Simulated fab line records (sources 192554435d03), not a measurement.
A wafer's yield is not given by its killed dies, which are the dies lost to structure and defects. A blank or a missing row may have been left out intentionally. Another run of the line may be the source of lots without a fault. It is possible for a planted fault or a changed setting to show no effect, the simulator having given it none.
fab line records -- flow n5Finfet -- part 2 of 2: steps 19 to 27 of 27
record lots=5, wafers=15, lastDay=17
route steps=1938 shown BEOL_M10@1505
lots with no fault: from the same line, run without faults
startH: hours from the record's opening day to when the first of the lot's shown wafers began -- waitH: how many hours have passed since the lot's step before this one -- " unchanged from the row above -- L1.1+2: one row covering several wafers at once -- - value missing, or start not given -- * or withheld: withheld -- < > ~ a bound
route shown NAME@n: a module of which the file shows steps, and the number in the route of the first -- usual: mean/standard deviation of fault-free wafers -- same: alike in all rows -- chamber/n: place in a boat -- sites: readings site by site -- _std_site: how widely they spread, as a standard deviation -- _edge_site: outer sites' mean less inner sites' -- radiusMm: how far each site lies from the wafer's centre -- mask NAME#n: copy n -- behind: the most recent tool/chamber to have shaped the wafer -- hold: cause of the lot's hold/its duration in hours/its outcome -- device: which transistor (n, p or np) failed to switch -- end of line: tests run on the same wafers once the route is complete -- a step with no rows: only its recipe -- killed: the dies lost at the first sort to structure and to defects; this is not the yield of the wafer -- map: per-die view of a wafer (x killed, . not killed, _ where there is no die)
set.NAME: the setting the step ran with; set.NAME@STEP: the setting that earlier step ran with -- model.NAME: the simulator's own value behind a step, which no gauge read
lots seen at some steps along the route; tables by step, rows by wafer
services: a tool's chamber out of use, with start hour (startH, from the record's first day; less than 0 if before it), hours out, and reason
## steps
# step N5_BEOL_M10_PRE_CLEAN_45
# recipe gas=H2/He, timeS=30, tempC=250
# usual heaterPowerW=332/35, susceptorTempC=250.00/0.18
# same timeS=30
lot.wafer,tool,chamber,startH,waitH,heaterPowerW,susceptorTempC
L079.2,pvdSputter-02,-,264.94,0.0,292,250.12
L079.5,pvdSputter-02,-,264.94,0.0,281,249.93
L079.6,pvdSputter-02,-,264.94,0.0,291,249.75
L078.1,pvdSputter-02,-,265.40,0.0,289,250.25
L078.2,pvdSputter-02,-,265.40,0.0,339,250.20
L078.3,pvdSputter-02,-,265.40,0.0,367,250.15
L087.3,pvdSputter-01,-,318.66,0.0,367,250.01
L087.5,pvdSputter-01,-,318.66,0.0,310,250.11
L087.6,pvdSputter-01,-,318.66,0.0,362,249.96
L085.2,pvdSputter-01,-,322.62,0.0,327,250.53
L085.3,pvdSputter-01,-,322.62,0.0,422,249.84
L085.5,pvdSputter-01,-,322.62,0.0,299,249.87
L093.2,pvdSputter-02,-,355.06,0.0,285,250.21
L093.3,pvdSputter-02,-,355.06,0.0,338,250.01
L093.4,pvdSputter-02,-,355.06,0.0,376,250.27
# step N5_BEOL_M10_ALD_74
# recipe material=TaN, targetThkA=20, tempC=275, aldPrecursorFamily=PDMAT, aldCoReactant=NH3, pressureTorr=3, carrierFlowSccm=1500, pulseTimeS=2, purgeTimeS=3, coReactantPurgeTimeS=2, coReactantPulseTimeS=3, aldCycles=40, precursorVesselTempC=75, precursorVesselPressureTorr=26.25, precursorVesselCarrierSccm=1000
# usual heaterPowerW=396/45, mfcCarrierSccm=1499/4.7, precursorVesselPressureTorr=26.25/0.052, precursorVesselTempC=75.03/0.13, susceptorTempC=274.99/0.18
lot.wafer,tool,chamber,startH,waitH,heaterPowerW,mfcCarrierSccm,precursorVesselPressureTorr,precursorVesselTempC,sinceWetCleanH,susceptorTempC
L079.2,aldMetal-01,0,265.01,0.1,444,1501,26.26,75.12,4543,274.90
L079.5,aldMetal-01,3,265.01,0.1,445,1494,26.25,75.01,-,275.08
L079.6,aldMetal-01,2,265.01,0.1,529,1494,26.30,75.07,-,275.02
L078.1,aldMetal-02,1,265.46,0.0,391,1500,26.31,75.16,6082,274.83
L078.2,aldMetal-02,2,265.46,0.0,342,1505,26.25,74.87,6082,274.84
L078.3,aldMetal-02,0,265.46,0.0,330,1504,26.20,75.12,6082,274.79
L087.3,aldMetal-03,1,318.73,0.0,441,1501,26.30,74.92,1520,274.95
L087.5,aldMetal-03,0,318.73,0.0,378,1502,26.33,75.09,-,274.78
L087.6,aldMetal-03,1,318.73,0.0,451,1493,26.28,75.09,-,274.94
L085.2,aldMetal-03,1,322.68,0.0,433,1502,26.29,74.81,1524,275.22
L085.3,aldMetal-03,3,322.68,0.0,379,1502,26.15,75.18,1524,274.80
L085.5,aldMetal-03,2,322.68,0.0,426,1502,26.22,75.33,-,275.06
L093.2,aldMetal-02,2,355.12,0.0,345,1498,26.32,74.97,4,275.19
L093.3,aldMetal-02,3,355.12,0.0,362,1515,26.29,75.05,4,274.92
L093.4,aldMetal-02,0,355.12,0.0,314,1503,26.24,75.20,4,274.58
# step N5_BEOL_M10_SURFACE_TREAT_76
# recipe gas=Ar, timeS=*, ionEnergyEv=*, ionCurrentMaCm2=0.5, pressureMtorr=*, arFlowSccm=30
# usual throttleValvePct=*
# same timeS=*
lot.wafer,tool,chamber,startH,waitH,throttleValvePct
L079.2,pvdSputter-03,-,265.33,0.2,*
L079.5,pvdSputter-03,-,265.33,0.2,*
L079.6,pvdSputter-03,-,265.33,0.2,*
L078.1,pvdSputter-03,-,265.87,0.3,*
L078.2,pvdSputter-03,-,265.87,0.3,*
L078.3,pvdSputter-03,-,265.87,0.3,*
L087.3,pvdSputter-02,-,319.04,0.2,*
L087.5,pvdSputter-02,-,319.04,0.2,*
L087.6,pvdSputter-02,-,319.04,0.2,*
L085.2,pvdSputter-03,-,322.98,0.2,*
L085.3,pvdSputter-03,-,322.98,0.2,*
L085.5,pvdSputter-03,-,322.98,0.2,*
L093.2,pvdSputter-01,-,357.12,1.9,*
L093.3,pvdSputter-01,-,357.12,1.9,*
L093.4,pvdSputter-01,-,357.12,1.9,*
# step N5_BEOL_M10_CVD_75
# recipe material=Co, targetThkA=20, tempC=withheld, precursor=CCTBA/H2, pressureTorr=30, timeS=138.9
# same timeS=138.9
lot.wafer,tool,chamber,startH,waitH,sinceWetCleanH
L079.2,cvdCo-01,0,265.56,0.2,807
L079.5,cvdCo-01,2,265.56,0.2,-
L079.6,cvdCo-01,0,265.56,0.2,-
L078.1,cvdCo-01,1,265.95,0.1,1245
L078.2,cvdCo-01,0,265.95,0.1,807
L078.3,cvdCo-01,2,265.95,0.1,348
L087.3,cvdCo-01,0,319.12,0.1,860
L087.5,cvdCo-01,1,319.12,0.1,-
L087.6,cvdCo-01,0,319.12,0.1,-
L085.2,cvdCo-01,0,323.04,0.0,864
L085.3,cvdCo-01,2,323.04,0.0,405
L085.5,cvdCo-01,2,323.04,0.0,-
L093.2,cvdCo-01,1,357.41,0.3,2
L093.3,cvdCo-01,1,357.41,0.3,-
L093.4,cvdCo-01,0,357.41,0.3,-
# step N5_BEOL_M10_SPUTTER_48
# recipe material=Cu, targetThkA=120, tempC=-20, biasV=60, powerW=26000, chamberPressurePa=0.13, timeS=2
# usual susceptorTempC=-20.01/0.1, throttleValvePct=30.2/0.71
# same timeS=2
lot.wafer,tool,chamber,startH,waitH,susceptorTempC,throttleValvePct
L079.2,pvdSputter-03,-,265.71,0.1,-19.90,29.9
L079.5,pvdSputter-03,-,265.71,0.1,-19.79,30.0
L079.6,pvdSputter-03,-,265.71,0.1,-20.08,29.2
L078.1,pvdSputter-03,-,266.11,0.1,-20.11,29.4
L078.2,pvdSputter-03,-,266.11,0.1,-20.01,30.2
L078.3,pvdSputter-03,-,266.11,0.1,-19.95,29.8
L087.3,pvdSputter-02,-,319.48,0.3,-20.02,29.8
L087.5,pvdSputter-02,-,319.48,0.3,-20.14,30.5
L087.6,pvdSputter-02,-,319.48,0.3,-19.83,29.7
L085.2,pvdSputter-03,-,323.18,0.1,-20.10,29.9
L085.3,pvdSputter-03,-,323.18,0.1,-20.01,29.0
L085.5,pvdSputter-03,-,323.18,0.1,-20.00,29.3
L093.2,pvdSputter-01,-,359.08,1.6,-20.07,29.1
L093.3,pvdSputter-01,-,359.08,1.6,-19.91,31.0
L093.4,pvdSputter-01,-,359.08,1.6,-19.87,30.6
# step N5_BEOL_M10_ECD_50
# recipe material=Cu, targetThkA=3180
lot.wafer,tool,chamber,startH,waitH
L079.2+5+6,ecdCu-02,"0,1,0",265.83,0.1
L078.1+2+3,ecdCu-01,"0,1,0",266.23,0.1
L087.3+5+6,ecdCu-01,"0,1,0",319.65,0.1
L085.2+3+5,ecdCu-01,0,323.30,0.1
L093.2+3+4,ecdCu-01,"1,0,1",359.20,0.1
# step N5_BEOL_M10_ANNEAL_51
# recipe tempC=225, timeS=90, ambient=N2
# usual annealTempC=224.97/0.16, wafer_temp_C_max=226.3/0.58
# same timeS=90
lot.wafer,tool,chamber,startH,waitH,annealTempC,wafer_temp_C_max
L079.2,rtpAnneal-01,0,265.98,0.1,224.76,225.5
L079.5,rtpAnneal-01,0,265.98,0.1,225.12,225.8
L079.6,rtpAnneal-01,0,265.98,0.1,225.16,226.1
L078.1,rtpAnneal-01,0,266.48,0.2,224.90,225.9
L078.2,rtpAnneal-01,0,266.48,0.2,224.91,225.3
L078.3,rtpAnneal-01,0,266.48,0.2,224.83,225.7
L087.3,rtpAnneal-02,0,320.02,0.3,225.17,226.9
L087.5,rtpAnneal-02,0,320.02,0.3,225.06,226.5
L087.6,rtpAnneal-02,0,320.02,0.3,225.28,226.5
L085.2,rtpAnneal-01,0,323.64,0.3,224.81,225.3
L085.3,rtpAnneal-01,0,323.64,0.3,224.92,225.8
L085.5,rtpAnneal-01,0,323.64,0.3,224.88,225.8
L093.2,rtpAnneal-02,0,359.35,0.1,225.33,226.6
L093.3,rtpAnneal-02,0,359.35,0.1,224.86,227.1
L093.4,rtpAnneal-02,0,359.35,0.1,224.96,227.0
# step N5_BEOL_M10_CMP_52
# recipe stopOn=SiCOH_lowk, tOverpolishS=7, downForcePsi=1, platenRpm=50, clearingPlatenDownForcePsi=1.5, clearingPlatenRpm=50, postCmpClean=cuAlkaline, targetThkNm=140, clearingPlatenPadVelocityMS=0.99484, padVelocityMS=0.99484
# usual barrierFieldEndpointS=28.8/1, motorCurrentA=5.8/0.57, overpolishRunS=7.000/0.009, timeToEndpointS=66/4.4
lot.wafer,tool,chamber,startH,waitH,barrierFieldEndpointS,motorCurrentA,overpolishRunS,timeToEndpointS
L079.2,cmp-02,0,266.31,0.3,28.4,5.6,6.998,68
L079.6,cmp-02,2,266.31,0.3,28.8,4.5,7.008,69
L079.5,cmp-02,3,266.31,0.3,27.8,6.3,6.990,61
L078.2,cmp-02,0,266.77,0.2,29.4,5.9,7.006,72
L078.3,cmp-02,1,266.77,0.2,28.0,5.6,7.004,66
L078.1,cmp-02,2,266.77,0.2,29.4,4.7,6.995,72
L087.3,cmp-02,1,320.24,0.2,27.2,5.7,6.993,63
L087.5,cmp-02,1,320.24,0.2,27.9,5.7,6.996,64
L087.6,cmp-02,2,320.24,0.2,29.0,4.5,7.000,71
L085.3,cmp-02,0,323.93,0.2,27.6,5.9,7.015,64
L085.2,cmp-02,2,323.93,0.2,29.5,4.7,6.991,69
L085.5,cmp-02,3,323.93,0.2,27.8,6.0,6.994,61
L093.2,cmp-01,2,359.60,0.2,29.1,6.7,6.991,71
L093.3,cmp-01,3,359.60,0.2,27.2,5.9,7.004,63
L093.4,cmp-01,0,359.60,0.2,29.1,6.8,6.991,69
# step N5_BEOL_M10_THK_MEAS_53
# recipe thkMeasGauge=xrf, reads=Cu_of_BEOL_M10_ECD_50
# usual M10_THK=140/3.4
lot.wafer,tool,chamber,startH,waitH,M10_THK[nm]
L079.2,filmMetro-02,-,266.53,-,144
L079.5,filmMetro-02,-,266.53,-,140
L079.6,filmMetro-02,-,266.53,-,140
L078.1,filmMetro-01,-,267.07,-,137
L078.2,filmMetro-01,-,267.07,-,142
L078.3,filmMetro-01,-,267.07,-,139
L087.3,filmMetro-01,-,320.54,-,139
L087.5,filmMetro-01,-,320.54,-,141
L087.6,filmMetro-01,-,320.54,-,142
L085.2,filmMetro-02,-,324.19,-,143
L085.3,filmMetro-02,-,324.19,-,143
L085.5,filmMetro-02,-,324.19,-,137
L093.2,filmMetro-01,-,359.90,-,140
L093.3,filmMetro-01,-,359.90,-,136
L093.4,filmMetro-01,-,359.90,-,138
## services
tool,chamber,startH,hours,kind
aldMetal-03,2,240.58,5.5,repair
cmp-02,-,255.34,0.7,repair
rieDiel-02,0,271.52,9.9,repair
cmp-02,-,273.64,5.6,pm
cvdCo-01,-,274.33,0.4,repair
rieDiel-02,0,281.47,-,clean
rieDiel-02,0,281.47,-,consumableReplace:focusRing
rieDiel-02,0,281.47,15.5,scheduledDown
rieDiel-02,0,281.47,15.5,ventCycle
rieDiel-02,3,287.60,16.7,repair
cmp-01,-,289.56,1.3,repair
cvdCo-01,-,295.95,2.8,pm
aldMetal-01,3,296.26,10.0,repair
cmp-02,-,297.00,8.2,pm
ecdCu-01,-,320.08,0.7,repair
rieDiel-02,2,321.25,-,clean
rieDiel-02,2,321.25,-,consumableReplace:focusRing
rtpAnneal-02,-,323.08,4.7,pm
uvCure-02,-,327.01,7.5,pm
ecdCu-01,-,331.39,2.3,repair
rieDiel-02,1,334.26,5.1,repair
aldMetal-02,-,337.49,14.0,pm
uvCure-01,-,351.21,1.0,pm
cvdCo-01,2,357.05,1.6,repair
